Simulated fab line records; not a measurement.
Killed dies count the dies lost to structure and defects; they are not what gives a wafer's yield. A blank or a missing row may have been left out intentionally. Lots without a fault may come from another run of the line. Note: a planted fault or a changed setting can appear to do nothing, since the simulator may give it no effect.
The tool behind it: which one? ; flow n5 finfet ; Sampling: 10 lots, 30 wafers, 2 of 1938 route steps

WHAT THE GAUGES READ, wafer by wafer
N5_MIM_TOP_LITHO_CD_MEAS_08 targets a cd of 2000 nm. Usual: cd nm at 1999.7 nm, with a standard deviation of 1.4.
lot;measured;on;cd nm (nm);flag
L356;day 12 10:50;cd sem-02;1998.1 2001.8 1999.7;
L357;day 12 15:20;cd sem-03;1997.7 1997.1 1997.8;
L361;day 13 14:06;cd sem-03;1999.5 2001.1 2000.1;
L362;day 13 21:02;cd sem-01;1999.8 1999.1 1999.8;
L369;day 15 13:47;cd sem-03;2000.2 1999.8 2002.7;
L370;day 15 15:55;cd sem-03;2001.7 2000.4 1999.2;
L375;day 16 09:08;cd sem-02;1998.1 2000.0 1998.4;
L373;day 16 13:23;cd sem-02;1998.3 1999.5 1999.4;
L376;day 17 06:41;cd sem-02;2001.0 2000.0 2001.2;
L371;day 18 05:26;cd sem-01;2000.4 1999.3 1998.6;

TOOL THAT RAN EACH LOT (tool first, then ch and the chambers of the sampled wafers, then the start)
lot;N5_MIM_BOT_SPUTTER_00
L356;pvd sputter-03, day 12 09:22
L357;pvd sputter-03, day 12 13:32
L361;pvd sputter-03, day 13 12:46
L362;pvd sputter-01, day 13 19:38
L369;pvd sputter-03, day 15 12:29
L370;pvd sputter-02, day 15 12:41
L375;pvd sputter-02, day 16 07:50
L373;pvd sputter-02, day 16 11:40
L376;pvd sputter-02, day 17 05:40
L371;pvd sputter-03, day 18 03:27
- N5_MIM_BOT_SPUTTER_00: material TiN, target thk 35 nm, time 89.7 s.

WHAT THE TOOLS THEMSELVES READ (means of the sampled wafers that have a number; where no wafer has one, the mark that the record gives instead)
N5_MIM_BOT_SPUTTER_00. Usual: throttle valve pct at 30.4 %, with a standard deviation of 1.2.
lot;tool;throttle valve pct (%);flag
L356;pvd sputter-03;29.6;
L357;pvd sputter-03;31.7;
L361;pvd sputter-03;31.2;
L362;pvd sputter-01;29.7;
L369;pvd sputter-03;31.3;
L370;pvd sputter-02;30.5;
L375;pvd sputter-02;29.7;
L373;pvd sputter-02;29.8;
L376;pvd sputter-02;30.5;
L371;pvd sputter-03;31.3;

THE ANSWER, worked out from the rows above alone
Rule: a lot is off if the mean of its wafers that have a number lies more than 3 standard deviations from the usual mean. Also off: a lot with no number at a reading for which 4 or more lots have one. The other lots that the step has rows for count as sound. Order of review: gauges by route order, followed by the tools' own readings, for which a lot's mean as printed above is used. The first step at which some lot is off is used, and at that step the reading that is off furthest; a lot without a number counts as furthest.
No lot is off at any reading shown: from this, nothing can be told.

WHAT THE SIMULATOR HAD INSERTED
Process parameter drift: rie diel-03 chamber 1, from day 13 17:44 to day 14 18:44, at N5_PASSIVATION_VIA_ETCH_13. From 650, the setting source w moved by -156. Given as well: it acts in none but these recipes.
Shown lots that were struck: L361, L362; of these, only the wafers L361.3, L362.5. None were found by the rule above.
